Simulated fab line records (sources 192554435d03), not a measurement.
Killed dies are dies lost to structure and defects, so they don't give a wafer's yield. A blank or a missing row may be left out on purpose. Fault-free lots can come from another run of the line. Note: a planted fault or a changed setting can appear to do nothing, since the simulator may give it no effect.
Comparing a struck lot with a sound one    flow n5 finfet    17 steps out of a route of 1938
Sound: wafers L190.2, L190.4, L190.6. Struck: wafer L181.1 (left out: L181.2, L181.6 of the same lot, which were not struck); the cause appears at the end.
Per side, at each step with rows, come the tool, then ch with its chambers, and then its first start. Under that, the readings that differ: sound wafers    struck wafers    difference of the means    sigmas: that difference in standard deviations of wafers without a fault.
alike: a reading whose means differ by less than 2 such deviations, as well as words and numbers matching on both sides. not compared: withheld readings; readings where some wafer has no value; bounds like >300 that might hide an equal value; numbers whose values overlap and for which the record gives no deviation.
Wherever a step has rows on one side only, a row that says differs or no value, or a row with sigmas, the two part there. Non-overlapping numbers with no deviation appear without sigmas and do not part them. A reading missing from all wafers of one side parts the sides only when that side holds two or more wafers.

first, 4 steps without rows for these wafers: N5_BEOL_M11_HM_STRIP_39 (strips TiN in peroxide tin strip, target depth 25 nm, time 158 s); N5_BEOL_M11_SRD_40 (time 30 s); N5_BEOL_M11_PRECLEAN_42 (cleans in residue remover, time 60 s); N5_BEOL_M11_SRD_43 (time 30 s).
N5_BEOL_M11_CD_MEAS_35 targets a cd of 70 nm.
  struck on cd sem-03, day 13 23:03; sound on cd sem-03, day 16 19:02
  alike: cd nm
N5_BEOL_M11_CURE_72: cures SiCOH lowk, time 120 s.
  sound on uv cure-02 ch 1, day 16 19:08; struck on uv cure-03 ch 0, day 13 23:34
  alike: lamp power pct, wafer_temp_C_max
N5_BEOL_M11_DEGAS_44: time 60 s.
  struck on pvd sputter-01, day 14 00:55; sound on pvd sputter-01, day 16 19:30
  alike: heater power w
then, 1 step without rows for these wafers: N5_BEOL_M11_PRE_CLEAN_45 (time 30 s).
N5_BEOL_M11_ALD_74: deposits TaN, target thk 2 nm, pulse time 2 s, purge time 3 s.
  sound on ald metal-01 ch 1,2,3, day 16 19:50; struck on ald metal-04 ch 1, day 14 01:01
  alike: heater power w
  not compared: since wet clean h
N5_BEOL_M11_SURFACE_TREAT_76:
  struck on pvd sputter-02, day 14 01:20; sound on pvd sputter-01, day 16 21:58
  not compared: pressure mtorr, throttle valve pct
then, 1 step without rows for these wafers: N5_BEOL_M11_CVD_75 (deposits Co from CCTBA/H2, target thk 2 nm, time 138.9 s).
N5_BEOL_M11_SPUTTER_48: material Cu, target thk 12 nm, time 2 s.
  struck on pvd sputter-02, day 14 01:36; sound on pvd sputter-01, day 16 22:08
  alike: throttle valve pct
N5_BEOL_M11_ECD_50: material Cu, target thk 318 nm.
  sound on ecd cu-02 ch 0,1, day 16 22:15; struck on ecd cu-01 ch 0, day 14 01:43
reading                                  sound              struck  difference  sigmas
model.Cu_of_BEOL_M11_ECD_50.thk nm (nm)  318.2 317.6 318.2  164     -154        
then, 1 step without rows for these wafers: N5_BEOL_M11_ANNEAL_51 (time 90 s).
N5_BEOL_M11_CMP_52: polishes, stops on SiCOH lowk, t overpolish 7 s, target thk 140 nm.
  sound on cmp-02 ch 0,3, day 17 01:48; struck on cmp-02 ch 0, day 14 02:16
reading                 sound     struck  difference  sigmas
time to endpoint s (s)  67 68 67  37      -30         -8
  alike: clearing platen down force psi, clearing platen rpm, motor current A
N5_BEOL_M11_THK_MEAS_53: measures by xrf.
  struck on film metro-01, day 14 02:29; sound on film metro-02, day 17 02:06
  alike: M11_THK
N5_PASSIVATION_PROBE_49:
  struck on prober-02, day 15 17:49; sound on prober-02, day 18 21:41
reading             sound     struck  difference  sigmas
killed_at_M0_to_M3  28 25 14  47      +25         +2
  alike: defect limited yield, killed_at_M4_up, killed at contacts, killed at front end, killed at other, killed dies, killed open, killed short, sort_bin_5_function, sort_bin_6_memory, sort_bin_8_speed, sort n pass, sort yield pct

WHERE THEY PART
Earliest at N5_BEOL_M11_CMP_52; latest, in this record, at N5_PASSIVATION_PROBE_49.

WHY: whatever the simulator had introduced
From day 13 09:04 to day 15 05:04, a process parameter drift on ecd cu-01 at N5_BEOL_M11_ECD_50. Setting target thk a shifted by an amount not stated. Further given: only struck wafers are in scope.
